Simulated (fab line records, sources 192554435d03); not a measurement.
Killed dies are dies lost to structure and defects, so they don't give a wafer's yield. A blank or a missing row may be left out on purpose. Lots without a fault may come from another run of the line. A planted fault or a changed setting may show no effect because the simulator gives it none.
A struck lot beside a sound one | flow n5_finfet | 14 steps out of a route of 1938
Sound: wafers L123.2, L123.3, L123.4. Struck: wafers L119.1, L119.4, L119.5. The cause comes at the end.
At each step with rows: each side's tool, then ch and its chambers, then its first start. Under that, the readings that differ: sound wafers | struck wafers | difference of the means | sigmas: that difference in standard deviations of wafers without a fault.
alike: readings whose means differ by less than 2 such deviations, and words and numbers that are the same on both sides. not compared: withheld readings, readings that some wafer has no value for, bounds like >300 that may hide the same value, and numbers for which the record gives no deviation and whose values overlap.
The two part at a step that has a row with sigmas, a row that says differs or no value, or rows on one side only. Numbers that don't overlap but have no deviation are shown without sigmas and don't part them. A reading that every wafer of one side lacks parts them only if that side has two wafers or more.

first, 7 steps without rows for these wafers: N5_BEOL_M11_COAT_64 (time 60 s, resist thk 30 nm); N5_BEOL_M11_COAT_22 (resist thk 90 nm); N5_BEOL_M11_EBR_24; N5_BEOL_M11_SOFTBAKE_23 (time 60 s); N5_BEOL_M11_EXPOSE_25 (exposes mask V10); N5_BEOL_M11_PEB_26 (peb time 60 s); N5_BEOL_M11_DEVELOP_27 (develop time 30 s).
N5_BEOL_M11_CD_MEAS_28: target cd 70 nm.
  sound on cd_sem-03 ch 0, day 15 17:40; struck on cd_sem-02 ch 0, day 14 21:20
  alike: cd_nm
N5_BEOL_M11_OVL_MEAS_29:
  sound on overlay-02 ch 0, day 15 17:41; struck on overlay-02 ch 0, day 14 21:22
  alike: V10_OVL
N5_BEOL_M11_INSPECT_30: inspects for defects (brightfield).
  sound on defect_inspect-02, day 15 17:43; struck on defect_inspect-01, day 14 21:23
  alike: raw_defect_count
N5_BEOL_M11_DESCUM_33: chemistry O2, time 7.9 s.
  sound on rie_diel-02 ch 0,2, day 15 17:50; struck on rie_diel-04 ch 0,2, day 14 21:25
  alike: drypump_motor_current_A, oes_product_au, rf_vpp_V, showerhead_plenum_p_Torr, throttle_valve_pct
  not compared: rf_hours_counter_h
N5_BEOL_M11_ETCH_65: etches SiARC in CF4, target depth 39 nm, time 65 s.
  sound on rie_diel-02 ch 0,2, day 15 17:52; struck on rie_diel-04 ch 0,2, day 14 21:27
  alike: drypump_motor_current_A, etch_rf_on_time_s, oes_product_au, rf_vpp_V, showerhead_plenum_p_Torr, throttle_valve_pct
  not compared: rf_hours_counter_h
N5_BEOL_M11_ETCH_66: etches SOC in N2/H2, target depth 120 nm, overetch 24 nm, time 180 s.
  sound on rie_diel-02 ch 0,2, day 15 17:55; struck on rie_diel-04 ch 0,2, day 14 21:30
  reading                                     | sound             | struck            | difference | sigmas
  run_length_s (s)                            | 203.3 203.1 203.6 | 237.8 236.9 238.2 | +34.3      | +84
  model.SiARC_of_BEOL_M11_COAT_64.thk_nm (nm) | 22.8 22.4 22.4    | 21.2 20.8 21.2    | -1.5       |
  alike: drypump_motor_current_A, oes_product_au, rf_vpp_V, showerhead_plenum_p_Torr, throttle_valve_pct
  not compared: rf_hours_counter_h
then, 1 step without rows for these wafers: N5_BEOL_M11_STRIP_69 (strips in N2/H2).

WHERE THEY PART
Only at N5_BEOL_M11_ETCH_66, within this record.

WHY: what the simulator had put in
Process parameter drift: rie_diel-04, from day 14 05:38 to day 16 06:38, at N5_BEOL_M11_ETCH_66. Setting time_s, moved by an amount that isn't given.
